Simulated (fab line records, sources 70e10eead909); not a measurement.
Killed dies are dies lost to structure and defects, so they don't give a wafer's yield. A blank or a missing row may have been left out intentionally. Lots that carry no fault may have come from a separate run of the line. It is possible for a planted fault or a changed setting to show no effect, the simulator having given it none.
2 desks, one fault | flow nand_harc | numbers are kept per desk, each desk with only its own; the story behind them comes last

## THE DEFECT DESK
For each lot, the counts of the inspections along the route, averaged over the sampled wafers that have a number. Marked OUT: a lot whose mean sits more than 4 standard deviations from the usual mean, which makes it out of limits; the brackets give that distance.
Columns: A = raw_defect_count at NHARC_P_GATE_INSPECT_68, usual 201
lot  | first seen here | A
L294 | day 6 10:47     | 191
L296 | day 7 04:37     | 267
L304 | day 8 21:04     | 275
L302 | day 8 22:31     | 492
L312 | day 10 22:48    | 222
L313 | day 11 15:28    | 146
Finding of this desk: none of the 6 lots has anything out of limits.

## METROLOGY DESK
Means of the sampled wafers that have a number, per lot and without regard to the tool the lot ran on: this is what the gauges read. Marked OUT: a lot whose mean sits more than 4 standard deviations from the usual mean, which makes it out of limits; the brackets give that distance.
Columns: A = cd_nm at NHARC_P_GATE_CD_MEAS_91, usual 1999.7 nm
lot  | first seen here | A
L294 | day 6 07:38     | 2001.1
L296 | day 7 01:32     | 2000.8
L304 | day 8 17:35     | 2000.0
L302 | day 8 18:04     | 2001.2
L312 | day 10 19:39    | 1998.9
L313 | day 11 12:11    | 1999.5
Finding of this desk: none of the 6 lots has anything out of limits.

## TAKEN TOGETHER
No out-of-limits result turned up at the defect desk.
Metrology desk: nothing out of limits seen.

## WHAT HAD BEEN PUT IN BY THE SIMULATOR
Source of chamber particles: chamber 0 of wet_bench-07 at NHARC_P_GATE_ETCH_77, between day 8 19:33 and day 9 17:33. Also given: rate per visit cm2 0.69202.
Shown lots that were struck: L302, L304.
